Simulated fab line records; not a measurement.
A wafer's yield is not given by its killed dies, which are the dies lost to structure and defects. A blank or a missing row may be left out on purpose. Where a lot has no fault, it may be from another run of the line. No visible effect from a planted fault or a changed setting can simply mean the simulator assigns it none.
Struck lot and sound lot, side by side ; flow n5 finfet ; 15 steps out of a route of 1938
Sound: the wafers L372.1, L372.4, L372.5. Wafers L360.1, L360.2, L360.3 were the ones struck. The cause comes at the end.
Order at every step that has rows: each side's tool, ch and its chambers, its first start. Under that, the readings that differ: sound wafers ; struck wafers ; difference of the means ; sigmas: that difference in standard deviations of wafers without a fault.
alike: readings with means less than 2 such deviations apart, plus words and numbers identical on both sides. not compared: withheld readings, readings lacking a value on some wafer, bounds such as >300 that could conceal the same value, and numbers that have no deviation in the record and whose values overlap.
A row with sigmas, a row that says differs or no value, or rows on one side alone: a step with any of these is where the two part. When numbers do not overlap yet have no deviation, they are printed without sigmas and do not part them. A reading missing from all wafers of one side parts the sides only when that side holds two or more wafers.

first, 8 steps without rows for these wafers: N5_BEOL_M6_COAT_64 (time 60 s, resist thk 12 nm); N5_BEOL_M6_COAT_71 (time 60 s, resist thk 5 nm); N5_BEOL_M6_COAT_22 (resist thk 30 nm); N5_BEOL_M6_EBR_24; N5_BEOL_M6_SOFTBAKE_23 (time 60 s); N5_BEOL_M6_EXPOSE_25 (exposes mask V5, target cd 40 nm); N5_BEOL_M6_PEB_26 (peb time 60 s); N5_BEOL_M6_DEVELOP_27 (develop time 30 s).
N5_BEOL_M6_CD_MEAS_28 targets a cd of 40 nm.
  sound on cd sem-03 ch 0, day 13 00:23; struck on cd sem-02 ch 0, day 10 03:55
  alike: cd nm
N5_BEOL_M6_OVL_MEAS_29:
  sound on overlay-02 ch 0, day 13 00:25; struck on overlay-02 ch 0, day 10 03:56
  alike: V5_OVL
N5_BEOL_M6_INSPECT_30: inspects for defects (brightfield).
  struck on defect inspect-02, day 10 04:00; sound on defect inspect-01, day 13 00:28
  alike: raw defect count
N5_BEOL_M6_DESCUM_33: chemistry O2, time 7 s.
  sound on rie diel-02 ch 0,1,3, day 13 00:42; struck on rie diel-06 ch 1,2,3, day 10 04:18
  alike: drypump motor current A, oes product au, rf vpp V, showerhead plenum p Torr, throttle valve pct
  not compared: rf hours counter h
N5_BEOL_M6_ETCH_72: etches underlayer in N2/H2, target depth 6.5 nm, time 5.2 s.
  sound on rie diel-02 ch 0,1,3, day 13 00:44; struck on rie diel-06 ch 1,2,3, day 10 04:20
reading;sound;struck;difference;sigmas
etch rf on time s (s);5.27 5.29 5.24;3.39 3.23 3.34;-1.95;-20
oes product au (a.u.);0.71 0.60 0.69;0.75 0.96 0.97;+0.23;+3
  alike: drypump motor current A, h2 flow sccm, rf vpp V, showerhead plenum p Torr, throttle valve pct
  not compared: rf hours counter h
N5_BEOL_M6_ETCH_65: etches SiARC in CF4, target depth 15.6 nm, time 26 s.
  sound on rie diel-02 ch 0,1,3, day 13 00:45; struck on rie diel-06 ch 1,2,3, day 10 04:21
  alike: cf4 flow sccm, drypump motor current A, etch rf on time s, oes product au, rf vpp V, showerhead plenum p Torr, throttle valve pct
  not compared: rf hours counter h
-- the record jumps here: 4 days lie between the struck wafers' starts before and after (it left off in module BEOL_M6 and takes up again in module PASSIVATION, whose first step shown is number 1936 of the route) --
N5_PASSIVATION_PROBE_49:
  struck on prober-01, day 14 05:13; sound on prober-02, day 16 08:26
reading;sound;struck;difference;sigmas
killed short;44 42 31;21 21 28;-16;-2
  alike: defect limited yield, killed_at_M0_to_M3, killed_at_M4_up, killed at contacts, killed at front end, killed at other, killed dies, killed on rim, killed open, sort_bin_5_function, sort_bin_6_memory, sort n pass, sort yield pct

WHERE THEY PART
Last at N5_PASSIVATION_PROBE_49 as far as this record goes, first at N5_BEOL_M6_ETCH_72.

WHY: whatever the simulator had introduced
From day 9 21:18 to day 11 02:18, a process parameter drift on rie diel-06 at N5_BEOL_M6_ETCH_72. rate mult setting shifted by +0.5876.
